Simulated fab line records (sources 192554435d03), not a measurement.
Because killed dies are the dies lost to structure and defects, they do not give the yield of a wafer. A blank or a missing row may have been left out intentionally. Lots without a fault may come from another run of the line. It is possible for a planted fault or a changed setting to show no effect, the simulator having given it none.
Split-lot experiment -- flow n5-finfet -- 21 wafers read from 7 lots, route of 1938 steps

## THE SPLIT
At N5_PMOS_HMC_CHANNEL_EPI_HM_DEP_34 (deposits SiO2 from TEOS/O2, target thk 36 nm, time 6.9 s), the setting time-s was moved away from the recipe's 6.9 s on 5 of the 21 wafers read, by +4.9% to +13.0%. The other wafers ran this setting at the recipe's value.

Reading taken at the split's own step.

## THE READING
SiO2_of_PMOS_HMC_CHANNEL_EPI_HM_DEP_34.thk-nm (the simulator's own value, which no gauge read), in nm, at N5_PMOS_HMC_CHANNEL_EPI_HM_DEP_34 (deposits SiO2 from TEOS/O2, target thk 36 nm, time 6.9 s). The file does not state a usual value for it. Average 36.06 nm, standard deviation 0.4 nm, over the 16 wafers here run with the recipe.

wafer,"tool, chamber at the split","time-s as run, s",against the recipe,"SiO2_of_PMOS_HMC_CHANNEL_EPI_HM_DEP_34.thk-nm, nm",against lot-mates on the recipe
L075.1,"pecvd-01, 0",7.791,+12.9%,40.54,+3.98
L075.2,"pecvd-01, 1",6.9,recipe,36.34,-
L075.6,"pecvd-01, 0",6.9,recipe,36.78,-
L076.2,"pecvd-02, 1",7.235,+4.9%,37.58,+1.09
L076.4,"pecvd-02, 1",7.235,+4.9%,38.57,+2.08
L076.5,"pecvd-02, 0",6.9,recipe,36.49,-
L079.1,"pecvd-01, 0",6.9,recipe,35.5,-
L079.3,"pecvd-01, 2",6.9,recipe,35.95,-
L079.6,"pecvd-01, 2",6.9,recipe,36.22,-
L081.2,"pecvd-03, 1",6.9,recipe,35.78,-
L081.3,"pecvd-03, 0",6.9,recipe,35.39,-
L081.5,"pecvd-03, 0",6.9,recipe,36.35,-
L088.3,"pecvd-01, 0",6.9,recipe,35.6,-
L088.5,"pecvd-01, 0",6.9,recipe,36.02,-
L088.6,"pecvd-01, 1",6.9,recipe,36.38,-
L089.1,"pecvd-01, 1",7.795,+13.0%,40.33,+4.05
L089.4,"pecvd-01, 2",6.9,recipe,36.06,-
L089.6,"pecvd-01, 0",6.9,recipe,36.51,-
L093.1,"pecvd-01, 2",7.706,+11.7%,39.58,+3.77
L093.3,"pecvd-01, 1",6.9,recipe,35.53,-
L093.4,"pecvd-01, 0",6.9,recipe,36.08,-

THE FIT
A straight line over all 21 wafers: SiO2_of_PMOS_HMC_CHANNEL_EPI_HM_DEP_34.thk-nm changes by +0.333 nm for each +1% of time-s; r = +0.96; the points scatter about the line by 0.43 nm.
The same after taking each lot's own level away (the mean of its wafers on the recipe; 21 wafers): +0.315 nm for each +1%; r = +0.98; scatter 0.32 nm.
The reading moves by 4.1 nm for the largest change in time-s, on that fit.
From 35.805 to 36.560 nm: that is the span of the lots' own levels, equal to 1.9 times the standard deviation above.
The two slopes are in agreement: the lot-to-lot level therefore moves the slope only a little.
Check: for one of the wafers moved furthest among these (+13.0%), held out of the fit, the line's prediction against its lot-mates is +4.1 nm. It came out at +4.05 nm against them.

## OTHER SPLITS ON THESE WAFERS
Before the reading, these wafers also passed through other splits. Each is held against what the fit with the lots' levels taken away leaves over:
other split on the same wafers,wafers away from the commonest value,r with SiO2_of_PMOS_HMC_CHANNEL_EPI_HM_DEP_34.thk-nm (lot level and that fit taken away)
N5_ZERO_LAYER_ETCH_18 icp-w,7,+0.14

## THE FILE'S OWN FIT
SiO2_of_PMOS_HMC_CHANNEL_EPI_HM_DEP_34.thk-nm changes by +0.315 nm for each +1% of time-s, r = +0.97.
